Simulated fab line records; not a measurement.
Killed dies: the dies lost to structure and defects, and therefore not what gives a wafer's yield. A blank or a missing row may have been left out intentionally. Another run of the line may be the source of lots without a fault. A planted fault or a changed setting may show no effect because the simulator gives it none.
Chamber matching + flow n5 finfet + N5_DUMMY_GATE_DESCUM_20 on rie diel-01 has 4 sister chambers
The step chemistry O2, time 6.2 s. 16 wafers are shown with their chamber, then 8 later ones without.

EACH WAFER AND ITS CHAMBER
| wafer  | chamber | showerhead plenum p Torr (Torr) | drypump motor current A (A) | throttle valve pct (%) |
|--------|---------|---------------------------------|-----------------------------|------------------------|
| L074.3 | 0       | 2.11                            | 6.2                         | 20.26                  |
| L074.4 | 2       | 2.18                            | 6.0                         | 20.49                  |
| L074.6 | 1       | 2.07                            | 6.1                         | 20.77                  |
| L075.1 | 0       | 2.11                            | 6.2                         | 20.25                  |
| L075.2 | 2       | 2.18                            | 6.0                         | 20.48                  |
| L075.4 | 1       | 2.07                            | 6.0                         | 20.76                  |
| L079.3 | 3       | 2.07                            | 5.9                         | 20.29                  |
| L079.4 | 2       | 2.17                            | 6.0                         | 20.50                  |
| L079.6 | 0       | 2.11                            | 6.2                         | 20.28                  |
| L084.2 | 3       | 2.06                            | 5.9                         | 20.30                  |
| L084.4 | 2       | 2.17                            | 6.0                         | 20.49                  |
| L084.6 | 3       | 2.06                            | 5.9                         | 20.32                  |
| L090.1 | 3       | 2.06                            | 5.9                         | 20.32                  |
| L090.3 | 2       | 2.17                            | 6.0                         | 20.55                  |
| L090.5 | 1       | 2.06                            | 6.1                         | 20.56                  |
| L091.1 | 1       | 2.06                            | 6.1                         | 20.55                  |

SIGNATURES (means of the wafers above)
| reading                  | chamber 0 | chamber 1 | chamber 2 | chamber 3 | scatter within a chamber |
|--------------------------|-----------|-----------|-----------|-----------|--------------------------|
| showerhead plenum p Torr | 2.1100    | 2.0650    | 2.1740    | 2.0625    | 0.00496                  |
| drypump motor current A  | 6.200     | 6.075     | 6.000     | 5.900     | 0.025                    |
| throttle valve pct       | 20.2633   | 20.6600   | 20.5020   | 20.3075   | 0.0635                   |
Rule: for a wafer and a chamber, the distance is found by dividing, reading by reading, the gap between the wafer's reading and the chamber's mean by the reading's scatter, squaring, summing and taking the root. If the next closest chamber is less than 2 further off than the closest, the wafer can't be placed; otherwise it belongs to the closest. The scatter is the square root of a quotient: the sum, over the shown wafers, of each reading's squared deviation from its chamber's mean, divided by wafers minus chambers.

WAFERS MISSING THEIR CHAMBER
| wafer  | showerhead plenum p Torr (Torr) | drypump motor current A (A) | throttle valve pct (%) |
|--------|---------------------------------|-----------------------------|------------------------|
| L091.2 | 2.17                            | 6.0                         | 20.54                  |
| L091.4 | 2.06                            | 6.1                         | 20.55                  |
| L095.1 | 2.06                            | 6.0                         | 20.54                  |
| L095.2 | 2.06                            | 5.9                         | 20.34                  |
| L095.4 | 2.16                            | 6.0                         | 20.54                  |
| L096.4 | 2.10                            | 6.2                         | 19.87                  |
| L096.5 | 2.10                            | 6.2                         | 19.87                  |
| L096.6 | 2.06                            | 6.0                         | 20.57                  |

CHAMBER TAKEN BY EACH
| wafer  | from the rows above     | in truth |
|--------|-------------------------|----------|
| L091.2 | 2                       | 2        |
| L091.4 | 1                       | 1        |
| L095.1 | can't be placed: 1 or 3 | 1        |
| L095.2 | 3                       | 3        |
| L095.4 | 2                       | 2        |
| L096.4 | 0                       | 0        |
| L096.5 | 0                       | 0        |
| L096.6 | 1                       | 1        |
7 of 8 placed correctly. Not placeable from these rows: 1 (in 1, the candidates include the true chamber). Placed wrongly: 0.
